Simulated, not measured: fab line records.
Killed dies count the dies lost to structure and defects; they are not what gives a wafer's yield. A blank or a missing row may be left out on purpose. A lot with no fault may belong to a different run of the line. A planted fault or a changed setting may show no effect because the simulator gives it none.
Split-lot trial ; flow n5 finfet ; on a route of 1938 steps: 7 lots, 39 wafers read

THE SPLIT
At N5_BEOL_M12_ILD_DEP_00 (deposits SiOC from DEMS/O2, target thk 658.92 nm, time 130.7 s), the setting time s was moved away from the recipe's 130.7 s on 18 of the 39 wafers read, by -37.3% to +48.7%. This setting was run at the recipe's value on the other wafers.

FROM THE SPLIT TO THE READING: what the file shows between them, 6 steps
- N5_BEOL_M12_THK_MEAS_01
- N5_BEOL_M12_COAT_58: time 60 s, resist thk 89 nm
- N5_BEOL_M12_COAT_04: resist thk 400 nm
- N5_BEOL_M12_DESCUM_15: chemistry O2, time 7.9 s
- N5_BEOL_M12_ETCH_59: etches BARC in N2/H2, target depth 89 nm, overetch 26.7 nm, time 67.9 s
- N5_BEOL_M12_VIA_ETCH_16: etches SiOC in C4F8/O2/Ar, target depth 724.8 nm

THE READING
oes product au, in a.u., at N5_BEOL_M12_STRIP_63 (strips in N2/H2). A value of 0.693 a.u. with a standard deviation of 0.0049 a.u. is what fault-free wafers of this fab line usually give.

wafer;tool, chamber at the split;time s as run, s;against the recipe;oes product au, a.u.;against lot-mates on the recipe
L079.1;pecvd-04, 0;130.7;recipe;0.694;-
L079.2;pecvd-04, 1;171.3;+31.1%;0.675;-0.020
L079.3;pecvd-04, 2;171.3;+31.1%;0.668;-0.027
L079.4;pecvd-04, 1;130.7;recipe;0.701;-
L079.5;pecvd-04, 0;130.7;recipe;0.691;-
L079.6;pecvd-04, 2;171.3;+31.1%;0.666;-0.029
L085.1;pecvd-03, 1;130.7;recipe;0.691;-
L085.2;pecvd-03, 2;130.7;recipe;0.688;-
L085.3;pecvd-03, 0;194.4;+48.7%;0.650;-0.037
L085.4;pecvd-03, 2;194.4;+48.7%;0.630;-0.057
L085.5;pecvd-03, 0;130.7;recipe;0.681;-
L085.6;pecvd-03, 1;194.4;+48.7%;0.632;-0.055
L088.1;pecvd-03, 2;130.7;recipe;0.692;-
L088.2;pecvd-03, 1;105.6;-19.2%;0.705;+0.012
L088.3;pecvd-03, 0;130.7;recipe;0.692;-
L088.4;pecvd-03, 0;105.6;-19.2%;0.706;+0.013
L088.5;pecvd-03, 1;130.7;recipe;0.695;-
L088.6;pecvd-03, 2;105.6;-19.2%;0.700;+0.007
L089.1;pecvd-02, 0;94.11;-28.0%;0.724;+0.031
L089.2;pecvd-02, 2;94.11;-28.0%;0.713;+0.020
L089.3;pecvd-02, 1;130.7;recipe;0.693;-
L089.4;pecvd-02, 0;130.7;recipe;0.693;-
L089.5;pecvd-02, 1;94.11;-28.0%;0.722;+0.029
L089.6;pecvd-02, 2;130.7;recipe;0.694;-
L097.1;pecvd-03, 0;81.9;-37.3%;0.760;+0.061
L097.2;pecvd-03, 2;81.9;-37.3%;0.770;+0.071
L097.3;pecvd-03, 1;130.7;recipe;0.701;-
L097.4;pecvd-03, 0;130.7;recipe;0.700;-
L097.5;pecvd-03, 1;81.9;-37.3%;0.741;+0.042
L097.6;pecvd-03, 2;130.7;recipe;0.695;-
L094.1;pecvd-02, 0;130.7;recipe;0.686;-
L094.2;pecvd-02, 1;183.9;+40.7%;0.663;-0.032
L094.3;pecvd-02, 2;130.7;recipe;0.702;-
L094.4;pecvd-02, 1;183.9;+40.7%;0.661;-0.034
L094.5;pecvd-02, 2;130.7;recipe;0.697;-
L094.6;pecvd-02, 0;183.9;+40.7%;0.659;-0.036
L096.4;pecvd-02, 1;130.7;recipe;0.699;-
L096.5;pecvd-02, 0;130.7;recipe;0.695;-
L096.6;pecvd-02, 2;130.7;recipe;0.689;-

FIT RESULTS
A straight line over all 39 wafers: oes product au changes by -0.00108 a.u. for each +1% of time s; r = -0.93; the points scatter about the line by 0.01 a.u.
The same after taking each lot's own level away (the mean of its wafers on the recipe; 39 wafers): -0.00103 a.u. for each +1%; r = -0.95; scatter 0.0087 a.u.
According to that fit, moving time s by its largest amount changes the reading by 0.05 a.u.
The span of the lots' own levels, 0.6867 to 0.6987 a.u., comes to 2.4 times the standard deviation stated above.
The two slopes are in agreement: the lot-to-lot level therefore moves the slope only a little.
Check: -0.05 a.u. against its lot-mates is what the line predicts for one of the wafers moved furthest among these (+48.7%) when that wafer is left out of the fit. Against them it came out at -0.0367 a.u.

ADDITIONAL SPLITS CARRIED BY THESE WAFERS
Note: prior to the reading, these wafers also went through further splits. Each is held against what the fit with the lots' levels taken away leaves over:
other split on the same wafers;wafers away from the commonest value;r with oes product au (lot level and that fit taken away)
N5_BEOL_M11_ILD_DEP_00 target thk a;18;-0.42

THE WHOLE CHAIN: every reading that the file lists as answering this split, in the file's order
step;what it does;reading;change (the file's fit);r (the file's)
N5_BEOL_M12_ILD_DEP_00;deposits SiOC from DEMS/O2, target thk 658.92 nm, time 130.7 s;SiOC_of_BEOL_M12_ILD_DEP_00.thk nm (the simulator's own value, which no gauge read);+6.6 nm for each +1% of the setting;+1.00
N5_BEOL_M12_THK_MEAS_01;;M12_ILD_THK;+6.6 for each +1% of the setting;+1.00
N5_BEOL_M12_VIA_ETCH_16;etches SiOC in C4F8/O2/Ar, target depth 724.8 nm;etch.depth nm (the simulator's own value, which no gauge read);+6.6 nm for each +1% of the setting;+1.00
N5_BEOL_M12_VIA_ETCH_16;etches SiOC in C4F8/O2/Ar, target depth 724.8 nm;coat_of_BEOL_M12_COAT_04.thk nm (the simulator's own value, which no gauge read);-1.94 nm for each +1% of the setting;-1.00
N5_BEOL_M12_STRIP_63;strips in N2/H2;oes product au;-0.00102 a.u. for each +1% of the setting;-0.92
N5_BEOL_M12_STRIP_63;strips in N2/H2;strip time to endpoint s;withheld for each +1% of the setting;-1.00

THE FILE'S OWN FIT
oes product au changes by -0.00102 a.u. for each +1% of time s, r = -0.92.
